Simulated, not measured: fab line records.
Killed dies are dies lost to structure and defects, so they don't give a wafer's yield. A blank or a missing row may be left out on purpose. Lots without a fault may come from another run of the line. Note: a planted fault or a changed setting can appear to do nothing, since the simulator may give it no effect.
Split-lot trial | flow n5Finfet | 21 wafers read from 7 lots, route of 1938 steps

## THE SPLIT ITSELF
At N5_PASSIVATION_ETCH_54 (etches SiO2 in CHF3/O2, target depth 880 nm, time 440 s), the setting timeS was moved away from the recipe's 440 s on 8 of the 21 wafers read, by -16.5% to +15.5%. For the rest of the wafers, this setting stayed at what the recipe calls for.

Reading taken at the split's own step.

## THE READING
etch.depthNm (the simulator's own value, which no gauge read), in nm, at N5_PASSIVATION_ETCH_54 (etches SiO2 in CHF3/O2, target depth 880 nm, time 440 s). The file does not state a usual value for it. Average 887.0 nm, standard deviation 14 nm, over the 13 wafers here run with the recipe.

wafer  | tool, chamber at the split | timeS as run, s | against the recipe | etch.depthNm, nm | against lot-mates on the recipe
L074.3 | rieDiel-03, 3              | 497.4           | +13.0%             | 1009             | +136.0
L074.4 | rieDiel-03, 1              | 440             | recipe             | 892.3            | -
L074.6 | rieDiel-03, 0              | 440             | recipe             | 853.7            | -
L075.3 | rieDiel-03, 3              | 381.1           | -13.4%             | 772.1            | -97.0
L075.4 | rieDiel-03, 0              | 440             | recipe             | 869.1            | -
L075.6 | rieDiel-03, 3              | 381.1           | -13.4%             | 776.1            | -93.0
L082.2 | rieDiel-05, 2              | 413.3           | -6.1%              | 843.6            | -55.0
L082.3 | rieDiel-05, 1              | 413.3           | -6.1%              | 793.7            | -104.9
L082.5 | rieDiel-05, 0              | 440             | recipe             | 898.6            | -
L083.1 | rieDiel-05, 0              | 440             | recipe             | 891              | -
L083.5 | rieDiel-05, 0              | 440             | recipe             | 896              | -
L083.6 | rieDiel-05, 2              | 440             | recipe             | 902.3            | -
L087.3 | rieDiel-03, 1              | 440             | recipe             | 893.1            | -
L087.4 | rieDiel-03, 2              | 440             | recipe             | 884.7            | -
L087.6 | rieDiel-03, 3              | 440             | recipe             | 883              | -
L092.4 | rieDiel-03, 2              | 367.4           | -16.5%             | 750              | -146.6
L092.5 | rieDiel-03, 1              | 440             | recipe             | 901              | -
L092.6 | rieDiel-03, 3              | 440             | recipe             | 892.3            | -
L091.2 | rieDiel-05, 3              | 440             | recipe             | 874              | -
L091.4 | rieDiel-05, 1              | 508.4           | +15.5%             | 1028             | +154.0
L091.6 | rieDiel-05, 3              | 508.4           | +15.5%             | 1001             | +127.0

FIT RESULTS
A straight line over all 21 wafers: etch.depthNm changes by +8.58 nm for each +1% of timeS; r = +0.98; the points scatter about the line by 16 nm.
The same after taking each lot's own level away (the mean of its wafers on the recipe; 21 wafers): +8.9 nm for each +1%; r = +0.98; scatter 17 nm.
Per that fit: largest timeS move, reading shift of 1.5e+02 nm.
The span of the lots' own levels, 869.10 to 898.60 nm, comes to 2.2 times the standard deviation stated above.
So the lot-to-lot level changes the slope little: the two slopes agree.
Check: -146 nm against its lot-mates is what the line predicts for one of the wafers moved furthest among these (-16.5%) when that wafer is left out of the fit. Against them it came out at -147 nm.

## OTHER SPLITS APPLIED TO THESE WAFERS
These wafers also went through other splits before the reading. Each is held against what the fit with the lots' levels taken away leaves over:
other split on the same wafers    | wafers away from the commonest value | r with etch.depthNm (lot level and that fit taken away)
N5_MIM_BOT_ETCH_ETCH_04 sourceW   | 7                                    | +0.37
N5_MIM_BOT_ETCH_ETCH_03 icpW      | 5                                    | -0.02
N5_PASSIVATION_EXPOSE_07 doseMj   | 6                                    | -0.35
N5_PASSIVATION_PASS_ETCH_47 timeS | 7                                    | +0.09

## THE WHOLE CHAIN: every reading that the file lists as answering this split, in the file's order
step                   | what it does                                            | reading                                                                     | change (the file's fit)              | r (the file's)
N5_PASSIVATION_ETCH_54 | etches SiO2 in CHF3/O2, target depth 880 nm, time 440 s | PASSIVATION.featureDepthNm (the simulator's own value, which no gauge read) | +9.03 nm for each +1% of the setting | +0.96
N5_PASSIVATION_ETCH_54 | etches SiO2 in CHF3/O2, target depth 880 nm, time 440 s | etch.depthNm (the simulator's own value, which no gauge read)               | +9.03 nm for each +1% of the setting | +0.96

## THE FILE'S OWN FIT
etch.depthNm changes by +9.03 nm for each +1% of timeS, r = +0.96.
